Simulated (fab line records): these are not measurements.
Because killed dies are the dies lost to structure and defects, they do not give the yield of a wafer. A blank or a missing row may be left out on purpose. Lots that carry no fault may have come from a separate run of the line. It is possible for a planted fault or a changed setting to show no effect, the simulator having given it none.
fab line records | flow n5Finfet
[record] lots = 24 wafers = 72 lastDay = 18
route steps=1938 shown DUMMY_GATE@249 SPACER0@261 SD_EPI_N@281 SD_EPI_P@303
lots untouched by any fault: they come from a run of this same line in which no faults occurred
startH: start of the lot's first displayed wafer, in hours after the record's first day | waitH: hours from the lot's prior step to this one | " as in the row above | L1.1+2: several wafers, shown together as one row | - either no value or no given start | * or withheld: withheld | < > ~ a bound
route shown NAME@n: NAME is a module with steps in the file, n the number in the route of the first one | usual: the fault-free wafers' mean and standard deviation | same: alike in all rows | chamber/n: place in a boat | sites: readings site by site | _std_site: how widely they spread, as a standard deviation | _edge_site: outer sites' mean less inner sites' | radiusMm: how far each site lies from the wafer's centre | mask NAME#n: copy n | behind: tool/chamber where the wafer was last shaped | hold: why the lot went on hold/how many hours it stayed there/how the hold came to an end | device: the n, p or np transistor that did not switch | end of line: tests of these same wafers at the route's end | step lacking rows: just its recipe | killed: the dies lost at the first sort to structure and to defects; this is not the yield of the wafer | map: per-die view of a wafer (x killed, . not killed, _ where there is no die)
set.NAME: the setting as run; set.NAME@STEP: as run at that earlier step | model.NAME: the simulator's own value behind a step, which no gauge read
steps of the route over a sample of lots; a table a step, a row a wafer
services: from which hour (startH, from the record's first day; less than 0 if before it) a tool's chamber was out of use, for how many hours, and why
[[steps]]
[step N5_DUMMY_GATE_CD_MEAS_24]
[recipe] targetCdNm = 15
[usual] cdNm = 14.7/0.58
// columns lot.wafer tool chamber startH waitH cdNm
L074.1 cdSem-01 - 47.96 0.1 14.2
L074.4 " - " " 14.8
L074.6 " - " " 15.4
L075.2 cdSem-03 - 55.73 0.1 15.3
L075.3 " - " " 14.9
L075.6 " - " " 14.3
L076.1 cdSem-02 - 68.01 0.1 14.9
L076.3 " - " " 14.8
L076.6 " - " " 14.4
L077.2 cdSem-01 - 72.31 0.1 14.5
L077.4 " - " " 13.6
L077.6 " - " " 14.0
L078.2 cdSem-03 - 75.97 0.1 15.3
L078.3 " - " " 14.4
L078.5 " - " " 14.6
L079.1 cdSem-03 - 79.19 0.1 14.3
L079.5 " - " " 14.4
L079.6 " - " " 14.3
L080.1 cdSem-03 - 83.90 0.1 15.3
L080.3 " - " " 14.5
L080.5 " - " " 15.2
L081.1 cdSem-03 - 89.56 0.1 14.7
L081.2 " - " " 14.3
L081.4 " - " " 15.1
L082.2 cdSem-03 - 94.40 0.1 15.6
L082.3 " - " " 14.6
L082.4 " - " " 15.1
L083.1 cdSem-01 - 103.64 0.1 13.4
L083.5 " - " " 15.0
L083.6 " - " " 14.0
L084.3 cdSem-02 - 110.02 0.1 14.0
L084.4 " - " " 14.6
L084.6 " - " " 14.5
L085.1 cdSem-01 - 115.72 0.1 14.3
L085.3 " - " " 14.4
L085.5 " - " " 14.1
L086.1 cdSem-01 - 121.16 0.1 13.8
L086.3 " - " " 15.6
L086.6 " - " " 14.9
L087.2 cdSem-02 - 124.89 0.1 15.0
L087.5 " - " " 14.7
L087.6 " - " " 14.9
L088.1 cdSem-01 - 132.34 0.1 14.4
L088.4 " - " " 15.5
L088.5 " - " " 15.0
L089.1 cdSem-01 - 137.83 0.1 13.8
L089.4 " - " " 14.0
L089.6 " - " " 14.0
L090.3 cdSem-01 - 144.20 0.1 14.5
L090.4 " - " " 14.5
L090.6 " - " " 15.2
L091.2 cdSem-01 - 149.68 0.1 15.4
L091.3 " - " " 14.5
L091.5 " - " " 14.4
L092.1 cdSem-02 - 156.94 0.1 14.0
L092.2 " - " " 14.3
L092.5 " - " " 14.8
L093.3 cdSem-02 - 160.92 0.1 15.0
L093.5 " - " " 14.9
L093.6 " - " " 15.5
L094.2 cdSem-01 - 170.09 0.1 14.3
L094.3 " - " " 15.0
L094.6 " - " " 13.5
L095.2 cdSem-03 - 173.08 0.1 15.4
L095.5 " - " " 13.7
L095.6 " - " " 14.5
L096.4 cdSem-02 - 180.43 0.1 14.8
L096.5 " - " " 14.7
L096.6 " - " " 15.8
L097.2 cdSem-02 - 188.04 0.1 15.2
L097.3 " - " " 15.2
L097.6 " - " " 14.4
[step N5_DUMMY_GATE_INSPECT_27]
[recipe] inspectInstrument = brightfield mode = aei
[usual] rawDefectCount = 308/80
// columns lot.wafer tool chamber startH waitH rawDefectCount
L074.1 defectInspect-01 - 48.28 0.0 264
L074.4 " - " " 339
L074.6 " - " " 356
L075.2 defectInspect-01 - 56.11 0.0 261
L075.3 " - " " 288
L075.6 " - " " 308
L076.1 defectInspect-02 - 68.29 0.0 233
L076.3 " - " " 291
L076.6 " - " " 327
L077.2 defectInspect-02 - 72.60 0.0 507
L077.4 " - " " 313
L077.6 " - " " 354
L078.2 defectInspect-01 - 76.25 0.0 282
L078.3 " - " " 290
L078.5 " - " " 278
L079.1 defectInspect-02 - 79.53 0.0 206
L079.5 " - " " 310
L079.6 " - " " 378
L080.1 defectInspect-01 - 84.55 0.0 230
L080.3 " - " " 255
L080.5 " - " " 147
L081.1 defectInspect-02 - 89.84 0.0 227
L081.2 " - " " 203
L081.4 " - " " 293
L082.2 defectInspect-01 - 94.68 0.0 243
L082.3 " - " " 209
L082.4 " - " " 230
L083.1 defectInspect-02 - 103.92 0.0 346
L083.5 " - " " 229
L083.6 " - " " 326
L084.3 defectInspect-01 - 110.31 0.0 339
L084.4 " - " " 186
L084.6 " - " " 270
L085.1 defectInspect-02 - 116.15 0.0 330
L085.3 " - " " 344
L085.5 " - " " 322
L086.1 defectInspect-01 - 121.66 0.0 221
L086.3 " - " " 334
L086.6 " - " " 255
L087.2 defectInspect-01 - 125.17 0.0 420
L087.5 " - " " 448
L087.6 " - " " 324
L088.1 defectInspect-01 - 132.65 0.0 306
L088.4 " - " " 214
L088.5 " - " " 253
L089.1 defectInspect-01 - 138.12 0.0 263
L089.4 " - " " 274
L089.6 " - " " 293
L090.3 defectInspect-01 - 144.47 0.0 436
L090.4 " - " " 446
L090.6 " - " " 333
L091.2 defectInspect-02 - 149.97 0.0 264
L091.3 " - " " 341
L091.5 " - " " 329
L092.1 defectInspect-02 - 157.22 0.0 361
L092.2 " - " " 236
L092.5 " - " " 340
L093.3 defectInspect-02 - 161.24 0.0 420
L093.5 " - " " 302
L093.6 " - " " 250
L094.2 defectInspect-01 - 170.40 0.0 309
L094.3 " - " " 388
L094.6 " - " " 479
L095.2 defectInspect-02 - 173.36 0.0 475
L095.5 " - " " 463
L095.6 " - " " 536
L096.4 defectInspect-01 - 180.71 0.0 275
L096.5 " - " " 187
L096.6 " - " " 399
L097.2 defectInspect-01 - 188.35 0.0 230
L097.3 " - " " 302
L097.6 " - " " 262
[step N5_SPACER0_INSPECT_04]
[recipe] inspectInstrument = darkfield mode = postDep
[usual] rawDefectCount = 144/35
// columns lot.wafer tool chamber startH waitH rawDefectCount
L074.1 defectInspect-01 - 48.89 0.1 128
L074.4 " - " " 142
L074.6 " - " " 168
L075.2 defectInspect-02 - 56.73 0.1 126
L075.3 " - " " 150
L075.6 " - " " 156
L076.1 defectInspect-01 - 68.89 0.1 113
L076.3 " - " " 123
L076.6 " - " " 155
L077.2 defectInspect-02 - 73.20 0.1 206
L077.4 " - " " 183
L077.6 " - " " 136
L078.2 defectInspect-01 - 76.87 0.1 132
L078.3 " - " " 144
L078.5 " - " " 122
L079.1 defectInspect-02 - 80.14 0.1 110
L079.5 " - " " 193
L079.6 " - " " 187
L080.1 defectInspect-02 - 85.15 0.1 124
L080.3 " - " " 119
L080.5 " - " " 122
L081.1 defectInspect-01 - 91.36 0.1 129
L081.2 " - " " 122
L081.4 " - " " 191
L082.2 defectInspect-02 - 95.28 0.1 136
L082.3 " - " " 90
L082.4 " - " " 124
L083.1 defectInspect-02 - 104.53 0.1 130
L083.5 " - " " 89
L083.6 " - " " 152
L084.3 defectInspect-01 - 110.92 0.1 136
L084.4 " - " " 110
L084.6 " - " " 113
L085.1 defectInspect-02 - 117.05 0.1 148
L085.3 " - " " 179
L085.5 " - " " 165
L086.1 defectInspect-01 - 123.17 0.1 112
L086.3 " - " " 140
L086.6 " - " " 132
L087.2 defectInspect-02 - 126.12 0.1 155
L087.5 " - " " 194
L087.6 " - " " 120
L088.1 defectInspect-02 - 133.26 0.1 130
L088.4 " - " " 84
L088.5 " - " " 135
L089.1 defectInspect-01 - 138.72 0.1 136
L089.4 " - " " 146
L089.6 " - " " 117
L090.3 defectInspect-02 - 145.31 0.1 199
L090.4 " - " " 191
L090.6 " - " " 167
L091.2 defectInspect-01 - 150.57 0.1 140
L091.3 " - " " 139
L091.5 " - " " 135
L092.1 defectInspect-02 - 157.84 0.1 163
L092.2 " - " " 140
L092.5 " - " " 113
L093.3 defectInspect-01 - 161.85 0.1 156
L093.5 " - " " 116
L093.6 " - " " 109
L094.2 defectInspect-01 - 171.00 0.1 149
L094.3 " - " " 167
L094.6 " - " " 234
L095.2 defectInspect-01 - 173.97 0.1 220
L095.5 " - " " 214
L095.6 " - " " 241
L096.4 defectInspect-02 - 182.11 0.1 186
L096.5 " - " " 109
L096.6 " - " " 190
L097.2 defectInspect-01 - 188.95 0.1 142
L097.3 " - " " 140
L097.6 " - " " 137
[step N5_SD_EPI_N_SD_RECESS_17]
[recipe] chemistry = HBr/Cl2/O2 targetDepthA = 410 maskMaterial = SOC timeS = 23.7 btTimeS = 3 pressureMtorr = 10 icpW = 800 biasW = 112 HBr_flow_sccm = 150 Cl2_flow_sccm = 80 O2_flow_sccm = 12
[usual] HBr_flow_sccm = 150.0/0.45 drypumpMotorCurrentA = 5.8/0.48 heBacksideLeakSccm = 2.8/0.37 oesProductAu = 0.998/0.014 throttleValvePct = 37.2/0.31
// columns lot.wafer tool chamber startH waitH HBr_flow_sccm drypumpMotorCurrentA heBacksideLeakSccm oesProductAu rfHoursCounterH throttleValvePct
L074.1 rieSi-02 0 50.44 0.0 149.5 5.8 2.5 1.009 32 37.3
L074.4 " 1 " " 149.7 6.3 2.9 1.013 84 36.6
L074.6 " 1 " " 149.7 6.3 3.0 1.009 - 36.6
L075.2 rieSi-02 3 57.90 0.0 150.1 6.5 2.6 1.017 2 37.0
L075.3 " 1 " " 149.6 6.3 2.8 1.015 84 36.6
L075.6 " 2 " " 150.5 5.7 3.0 1.002 - 36.7
L076.1 rieSi-03 2 70.07 0.0 150.0 5.6 2.6 0.973 118 36.9
L076.3 " 3 " " 150.1 5.3 2.5 0.972 132 37.0
L076.6 " 0 " " 150.7 5.9 2.7 0.977 - 37.5
L077.2 rieSi-01 2 74.25 0.0 149.8 5.5 2.7 1.015 117 37.1
L077.4 " 3 " " 149.9 5.5 3.5 0.990 197 37.3
L077.6 " 0 " " 149.0 6.6 2.8 1.005 - 37.2
L078.2 rieSi-01 0 78.07 0.0 150.5 6.6 2.8 1.009 76 37.2
L078.3 " 2 " " 150.8 5.5 2.8 0.998 117 37.1
L078.5 " 2 " " 150.8 5.5 2.7 1.000 - 37.1
L079.1 rieSi-01 0 81.31 0.0 150.7 6.6 4.3 1.009 76 37.2
L079.5 " 0 " " 149.4 6.6 2.7 1.020 - 37.2
L079.6 " 1 " " 149.6 5.4 2.7 1.009 - 37.6
L080.1 rieSi-03 1 87.15 0.0 149.1 5.0 2.7 0.980 103 37.6
L080.3 " 0 " " 150.1 5.9 3.0 0.974 120 37.5
L080.5 " 3 " " 149.5 5.3 2.5 0.973 - 37.0
L081.1 rieSi-01 2 92.54 0.0 150.0 5.5 2.7 1.003 117 37.1
L081.2 " 0 " " 149.4 6.6 2.7 1.011 76 37.2
L081.4 " 3 " " 150.8 5.5 3.4 0.990 197 37.3
L082.2 rieSi-03 0 96.33 0.0 150.6 5.9 2.6 0.974 120 37.6
L082.3 " 2 " " 150.1 5.6 2.9 0.974 119 36.9
L082.4 " 2 " " 149.9 5.6 2.7 0.973 - 36.9
L083.1 rieSi-01 0 106.02 0.0 149.7 6.6 2.7 1.003 77 37.2
L083.5 " 1 " " 149.6 5.4 2.9 1.000 - 37.6
L083.6 " 0 " " 149.8 6.6 2.7 1.011 - 37.2
L084.3 rieSi-01 1 112.09 0.0 149.3 5.4 2.7 1.003 176 37.6
L084.4 " 0 " " 150.3 6.6 2.7 1.006 77 37.2
L084.6 " 0 " " 149.9 6.6 2.6 1.007 - 37.2
L085.1 rieSi-02 3 118.10 0.0 150.1 6.5 2.7 1.018 3 37.0
L085.3 " 1 " " 149.6 6.3 2.8 1.008 85 36.6
L085.5 " 3 " " 150.5 6.5 2.6 1.008 - 37.1
L086.1 rieSi-01 2 124.34 0.0 150.2 5.5 2.7 1.008 118 37.1
L086.3 " 1 " " 149.8 5.5 2.7 1.000 177 37.6
L086.6 " 2 " " 149.9 5.5 2.9 1.011 - 37.1
L087.2 rieSi-01 0 127.29 0.0 150.0 6.6 2.7 1.016 77 37.2
L087.5 " 0 " " 150.1 6.6 2.7 1.012 - 37.2
L087.6 " 2 " " 150.0 5.5 2.7 1.001 - 37.1
L088.1 rieSi-02 3 134.43 0.0 150.2 6.5 2.6 1.008 3 37.0
L088.4 " 1 " " 149.6 6.3 2.9 1.010 85 36.6
L088.5 " 1 " " 150.0 6.3 2.9 1.005 - 36.6
L089.1 rieSi-02 0 139.89 0.0 150.4 5.9 2.3 1.004 34 37.3
L089.4 " 1 " " 148.6 6.3 2.9 1.007 85 36.6
L089.6 " 3 " " 149.3 6.5 2.5 1.017 - 37.0
L090.3 rieSi-01 3 146.36 0.0 149.4 5.5 3.0 0.989 0 36.9
L090.4 " 0 " " 150.2 6.6 4.8 1.013 77 37.2
L090.6 " 0 " " 151.1 6.6 2.7 1.009 - 37.2
L091.2 rieSi-03 2 152.28 0.0 149.9 5.5 2.8 0.971 120 36.9
L091.3 " 3 " " 150.4 5.3 2.5 0.968 134 37.0
L091.5 " 1 " " 149.9 5.0 2.8 0.978 - 37.6
L092.1 rieSi-01 2 159.02 0.0 149.9 5.5 2.8 0.996 118 37.1
L092.2 " 1 " " 150.5 5.4 2.7 0.997 177 37.6
L092.5 " 0 " " 149.6 6.6 2.7 1.005 - 37.2
L093.3 rieSi-01 2 163.32 0.0 149.6 5.5 3.0 1.007 118 37.1
L093.5 " 2 " " 150.1 5.5 2.4 1.009 - 37.1
L093.6 " 3 " " 150.2 5.5 2.9 0.986 - 36.9
L094.2 rieSi-03 1 172.92 0.0 149.8 5.0 2.9 0.979 105 37.6
L094.3 " 3 " " 150.1 5.3 2.4 0.967 134 37.0
L094.6 " 1 " " 149.5 5.0 2.7 0.986 - 37.6
L095.2 rieSi-03 1 176.24 0.0 149.9 5.0 2.7 0.982 105 37.6
L095.5 " 1 " " 149.7 5.0 2.7 0.984 - 37.6
L095.6 " 2 " " 149.2 5.6 2.9 0.976 - 36.9
L096.4 rieSi-02 0 183.45 0.0 149.8 5.9 2.3 1.000 34 37.3
L096.5 " 3 " " 150.2 6.5 2.6 1.006 - 37.0
L096.6 " 0 " " 149.5 5.9 2.2 1.000 - 37.3
L097.2 rieSi-02 1 190.19 0.0 150.4 6.3 2.9 1.014 86 36.6
L097.3 " 0 " " 149.5 5.9 2.3 1.012 35 37.3
L097.6 " 1 " " 150.3 6.3 2.9 1.014 - 36.6
[step N5_SD_EPI_P_CD_MEAS_09]
[recipe] targetCdNm = 240 landingEnergyEv = 500 detector = seInlens
[usual] cdNm = 240.5/0.98
[same] landingEnergyEv = 500
// columns lot.wafer tool chamber startH waitH cdNm
L074.1 cdSem-03 0 54.84 - 240.3
L074.4 " 0 " " 240.5
L074.6 " 0 " " 241.0
L075.2 cdSem-02 0 62.31 - 240.5
L075.3 " 0 " " 239.2
L075.6 " 0 " " 240.3
L076.1 cdSem-02 0 73.74 - 238.1
L076.3 " 0 " " 240.1
L076.6 " 0 " " 238.4
L077.2 cdSem-01 0 77.93 - 241.2
L077.4 " 0 " " 240.6
L077.6 " 0 " " 241.1
L078.2 cdSem-02 0 81.64 - 240.5
L078.3 " 0 " " 240.2
L078.5 " 0 " " 240.6
L079.1 cdSem-01 0 85.66 - 242.4
L079.5 " 0 " " 241.2
L079.6 " 0 " " 241.6
L080.1 cdSem-03 0 91.23 - 239.2
L080.3 " 0 " " 241.3
L080.5 " 0 " " 238.8
L081.1 cdSem-02 0 97.44 - 240.0
L081.2 " 0 " " 241.5
L081.4 " 0 " " 241.1
L082.2 cdSem-03 0 99.99 - 240.1
L082.3 " 0 " " 240.8
L082.4 " 0 " " 240.6
L083.1 cdSem-01 0 109.55 - 242.9
L083.5 " 0 " " 241.7
L083.6 " 0 " " 241.3
L084.3 cdSem-02 0 116.50 - 241.6
L084.4 " 0 " " 239.9
L084.6 " 0 " " 239.1
L085.1 cdSem-01 0 123.07 - 240.1
L085.3 " 0 " " 241.1
L085.5 " 0 " " 240.4
L086.1 cdSem-03 0 128.44 - 240.4
L086.3 " 0 " " 240.5
L086.6 " 0 " " 241.5
L087.2 cdSem-02 0 131.60 - 242.9
L087.5 " 0 " " 242.1
L087.6 " 0 " " 240.7
L088.1 cdSem-01 0 138.43 - 241.4
L088.4 " 0 " " 240.6
L088.5 " 0 " " 240.0
L089.1 cdSem-03 0 144.07 - 241.7
L089.4 " 0 " " 241.4
L089.6 " 0 " " 240.1
L090.3 cdSem-03 0 150.10 - 240.0
L090.4 " 0 " " 240.7
L090.6 " 0 " " 240.3
L091.2 cdSem-01 0 156.22 - 241.0
L091.3 " 0 " " 241.8
L091.5 " 0 " " 242.3
L092.1 cdSem-01 0 162.72 - 241.0
L092.2 " 0 " " 240.3
L092.5 " 0 " " 240.1
L093.3 cdSem-01 0 167.06 - 238.3
L093.5 " 0 " " 239.0
L093.6 " 0 " " 238.9
L094.2 cdSem-03 0 176.55 - 239.7
L094.3 " 0 " " 239.0
L094.6 " 0 " " 239.1
L095.2 cdSem-02 0 179.78 - 240.5
L095.5 " 0 " " 239.9
L095.6 " 0 " " 240.1
L096.4 cdSem-02 0 187.11 - 240.2
L096.5 " 0 " " 239.6
L096.6 " 0 " " 240.5
L097.2 cdSem-03 0 193.89 - 239.5
L097.3 " 0 " " 240.9
L097.6 " 0 " " 239.2
[step N5_SD_EPI_P_INSPECT_11]
[recipe] mode = adi inspectInstrument = macro
[usual] rawDefectCount = 2/1.4
// columns lot.wafer tool chamber startH waitH rawDefectCount
L074.1 defectInspect-02 - 54.89 0.0 4
L074.4 " - " " 0
L074.6 " - " " 4
L075.2 defectInspect-01 - 62.36 0.0 0
L075.3 " - " " 2
L075.6 " - " " 2
L076.1 defectInspect-02 - 73.79 0.0 0
L076.3 " - " " 2
L076.6 " - " " 1
L077.2 defectInspect-02 - 77.98 0.0 3
L077.4 " - " " 1
L077.6 " - " " 3
L078.2 defectInspect-02 - 81.69 0.0 4
L078.3 " - " " 5
L078.5 " - " " 1
L079.1 defectInspect-01 - 85.72 0.0 1
L079.5 " - " " 1
L079.6 " - " " 2
L080.1 defectInspect-01 - 91.28 0.0 3
L080.3 " - " " 1
L080.5 " - " " 1
L081.1 defectInspect-02 - 97.50 0.0 0
L081.2 " - " " 1
L081.4 " - " " 1
L082.2 defectInspect-01 - 100.04 0.0 2
L082.3 " - " " 2
L082.4 " - " " 1
L083.1 defectInspect-02 - 109.60 0.0 4
L083.5 " - " " 4
L083.6 " - " " 2
L084.3 defectInspect-01 - 116.55 0.0 0
L084.4 " - " " 3
L084.6 " - " " 3
L085.1 defectInspect-02 - 123.12 0.0 1
L085.3 " - " " 1
L085.5 " - " " 2
L086.1 defectInspect-01 - 128.49 0.0 4
L086.3 " - " " 4
L086.6 " - " " 3
L087.2 defectInspect-02 - 131.66 0.0 4
L087.5 " - " " 0
L087.6 " - " " 0
L088.1 defectInspect-01 - 138.49 0.0 4
L088.4 " - " " 3
L088.5 " - " " 1
L089.1 defectInspect-02 - 144.13 0.0 1
L089.4 " - " " 3
L089.6 " - " " 1
L090.3 defectInspect-01 - 150.15 0.0 2
L090.4 " - " " 2
L090.6 " - " " 0
L091.2 defectInspect-01 - 156.28 0.0 3
L091.3 " - " " 1
L091.5 " - " " 0
L092.1 defectInspect-01 - 162.78 0.0 2
L092.2 " - " " 1
L092.5 " - " " 3
L093.3 defectInspect-02 - 167.11 0.0 3
L093.5 " - " " 0
L093.6 " - " " 4
L094.2 defectInspect-02 - 176.61 0.0 0
L094.3 " - " " 1
L094.6 " - " " 3
L095.2 defectInspect-01 - 179.83 0.0 1
L095.5 " - " " 4
L095.6 " - " " 3
L096.4 defectInspect-02 - 187.16 0.0 0
L096.5 " - " " 2
L096.6 " - " " 3
L097.2 defectInspect-02 - 193.94 0.0 1
L097.3 " - " " 0
L097.6 " - " " 2
[[services]]
// columns tool chamber startH hours kind
rieSi-02 - 65.70 2.8 pm
rieSi-03 1 94.00 6.1 repair
rieSi-03 2 107.29 3.7 repair
rieSi-01 3 117.00 - clean
rieSi-01 3 117.00 20.4 scheduledDown
rieSi-01 3 117.00 20.4 ventCycle
rieSi-02 1 141.54 4.6 repair
rieSi-01 - 184.40 2.8 pm
[[key]]
fault none
